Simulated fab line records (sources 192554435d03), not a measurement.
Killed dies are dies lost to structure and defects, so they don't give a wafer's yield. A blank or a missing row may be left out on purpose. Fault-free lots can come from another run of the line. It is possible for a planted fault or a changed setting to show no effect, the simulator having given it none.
Matching of chambers || flow n5-finfet || N5_BEOL_M14_CMP_49 on cmp-01 has 4 sister chambers
The step polishes, stops on SiO2, t overpolish 5.2 s, target thk 560 nm. 14 wafers are shown with their chamber, then 7 later ones without.

== WAFERS, EACH WITH ITS CHAMBER ==
{"wafer": "L186.4", "chamber": 0, "motor-current-A (A)": 10.3, "barrier-field-endpoint-s (s)": 11.14, "time-to-endpoint-s (s)": 120}
{"wafer": "L186.5", "chamber": 0, "motor-current-A (A)": 9.6, "barrier-field-endpoint-s (s)": 10.91, "time-to-endpoint-s (s)": 116}
{"wafer": "L186.6", "chamber": 1, "motor-current-A (A)": 8.0, "barrier-field-endpoint-s (s)": 11.56, "time-to-endpoint-s (s)": 124}
{"wafer": "L188.1", "chamber": 3, "motor-current-A (A)": 8.4, "barrier-field-endpoint-s (s)": 11.47, "time-to-endpoint-s (s)": 123}
{"wafer": "L188.2", "chamber": 1, "motor-current-A (A)": 7.8, "barrier-field-endpoint-s (s)": 12.04, "time-to-endpoint-s (s)": 130}
{"wafer": "L188.5", "chamber": 0, "motor-current-A (A)": 9.6, "barrier-field-endpoint-s (s)": 11.33, "time-to-endpoint-s (s)": 117}
{"wafer": "L189.1", "chamber": 3, "motor-current-A (A)": 8.7, "barrier-field-endpoint-s (s)": 11.67, "time-to-endpoint-s (s)": 122}
{"wafer": "L189.3", "chamber": 2, "motor-current-A (A)": 8.0, "barrier-field-endpoint-s (s)": 11.51, "time-to-endpoint-s (s)": 119}
{"wafer": "L189.5", "chamber": 0, "motor-current-A (A)": 9.2, "barrier-field-endpoint-s (s)": 11.14, "time-to-endpoint-s (s)": 121}
{"wafer": "L190.2", "chamber": 3, "motor-current-A (A)": 8.6, "barrier-field-endpoint-s (s)": 11.44, "time-to-endpoint-s (s)": 122}
{"wafer": "L190.4", "chamber": 1, "motor-current-A (A)": 8.2, "barrier-field-endpoint-s (s)": 11.99, "time-to-endpoint-s (s)": 130}
{"wafer": "L190.5", "chamber": 0, "motor-current-A (A)": 9.9, "barrier-field-endpoint-s (s)": 11.17, "time-to-endpoint-s (s)": 119}
{"wafer": "L192.1", "chamber": 3, "motor-current-A (A)": 8.0, "barrier-field-endpoint-s (s)": 11.49, "time-to-endpoint-s (s)": 125}
{"wafer": "L192.3", "chamber": 2, "motor-current-A (A)": 8.3, "barrier-field-endpoint-s (s)": 11.71, "time-to-endpoint-s (s)": 124}

SIGNATURES, as means of the wafers listed above
{"reading": "motor-current-A", "chamber 0": 9.720, "chamber 1": 8.000, "chamber 2": 8.150, "chamber 3": 8.425, "scatter within a chamber": 0.329}
{"reading": "barrier-field-endpoint-s", "chamber 0": 11.1380, "chamber 1": 11.8633, "chamber 2": 11.6100, "chamber 3": 11.5175, "scatter within a chamber": 0.168}
{"reading": "time-to-endpoint-s", "chamber 0": 118.60, "chamber 1": 128.00, "chamber 2": 121.50, "chamber 3": 123.00, "scatter within a chamber": 2.44}
Rule: for each reading, subtract the chamber's mean from the wafer's reading, divide by that reading's scatter and square the result; add these up over the readings and take the root, which gives the wafer's distance from the chamber. The wafer belongs to the nearest chamber; if the next one is less than 2 further off, it can't be placed. The scatter is the square root of a quotient: the sum, over the shown wafers, of each reading's squared deviation from its chamber's mean, divided by wafers minus chambers.

== WAFERS WITH NO CHAMBER GIVEN ==
{"wafer": "L192.6", "motor-current-A (A)": 10.0, "barrier-field-endpoint-s (s)": 11.46, "time-to-endpoint-s (s)": 121}
{"wafer": "L197.1", "motor-current-A (A)": 9.8, "barrier-field-endpoint-s (s)": 11.39, "time-to-endpoint-s (s)": 121}
{"wafer": "L197.2", "motor-current-A (A)": 8.5, "barrier-field-endpoint-s (s)": 11.43, "time-to-endpoint-s (s)": 122}
{"wafer": "L197.6", "motor-current-A (A)": 8.4, "barrier-field-endpoint-s (s)": 11.34, "time-to-endpoint-s (s)": 122}
{"wafer": "L202.2", "motor-current-A (A)": 9.8, "barrier-field-endpoint-s (s)": 10.90, "time-to-endpoint-s (s)": 117}
{"wafer": "L202.4", "motor-current-A (A)": 8.5, "barrier-field-endpoint-s (s)": 11.33, "time-to-endpoint-s (s)": 122}
{"wafer": "L203.6", "motor-current-A (A)": 8.2, "barrier-field-endpoint-s (s)": 11.41, "time-to-endpoint-s (s)": 121}

== THE CHAMBER EACH PASSED THROUGH ==
{"wafer": "L192.6", "from the rows above": 0, "in truth": 0}
{"wafer": "L197.1", "from the rows above": 0, "in truth": 0}
{"wafer": "L197.2", "from the rows above": "can't be placed: 3 or 2", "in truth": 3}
{"wafer": "L197.6", "from the rows above": "can't be placed: 3 or 2", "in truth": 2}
{"wafer": "L202.2", "from the rows above": 0, "in truth": 0}
{"wafer": "L202.4", "from the rows above": "can't be placed: 3 or 2", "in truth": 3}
{"wafer": "L203.6", "from the rows above": "can't be placed: 2 or 3", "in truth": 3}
Correctly placed: 3 of 7. These rows do not allow placing 4 (true chamber among the candidates in 4). Placed wrongly: 0.
